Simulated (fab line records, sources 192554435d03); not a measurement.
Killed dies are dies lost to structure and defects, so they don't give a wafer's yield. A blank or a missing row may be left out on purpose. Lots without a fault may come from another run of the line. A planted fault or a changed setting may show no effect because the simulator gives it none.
Chamber matching | flow n5_finfet | N5_BEOL_M10_STRIP_19 on rie_diel-02: 4 sister chambers
The step strips in O2. 4 wafers are shown with their chamber, then 7 later ones without.

WAFERS WITH THEIR CHAMBER
wafer  | chamber | throttle_valve_pct (%)
L085.2 | 3       | 16.65
L085.3 | 1       | 16.57
L085.4 | 0       | 16.78
L085.5 | 2       | 17.13

WAFERS WITHOUT THEIR CHAMBER
wafer  | throttle_valve_pct (%)
L085.6 | 16.60
L087.2 | 16.61
L087.3 | 16.68
L087.6 | 17.12
L088.2 | 16.77
L088.4 | 16.68
L088.6 | 17.13

WHICH CHAMBER EACH WENT THROUGH
wafer  | from the rows above     | in truth
L085.6 | can't be placed: 1 or 3 | 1
L087.2 | can't be placed: 1 or 3 | 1
L087.3 | 3                       | 3
L087.6 | 2                       | 2
L088.2 | 0                       | 0
L088.4 | 3                       | 3
L088.6 | 2                       | 2
Placed correctly: 5 of 7. Can't be placed from these rows: 2 (the true chamber is among the candidates in 2). Placed wrongly: 0.
How it was worked out, from the rows above alone: a wafer's distance from a chamber is the root of the sum, over the readings, of the square of ((its reading less the chamber's mean) divided by the reading's scatter). The wafer belongs to the nearest chamber; if the next one is less than 2 further off, it can't be placed. A chamber's mean is the mean of its shown wafers. The scatter: with one shown wafer a chamber, the root of the mean of the squares of how far each hidden wafer lies from its nearest shown one.
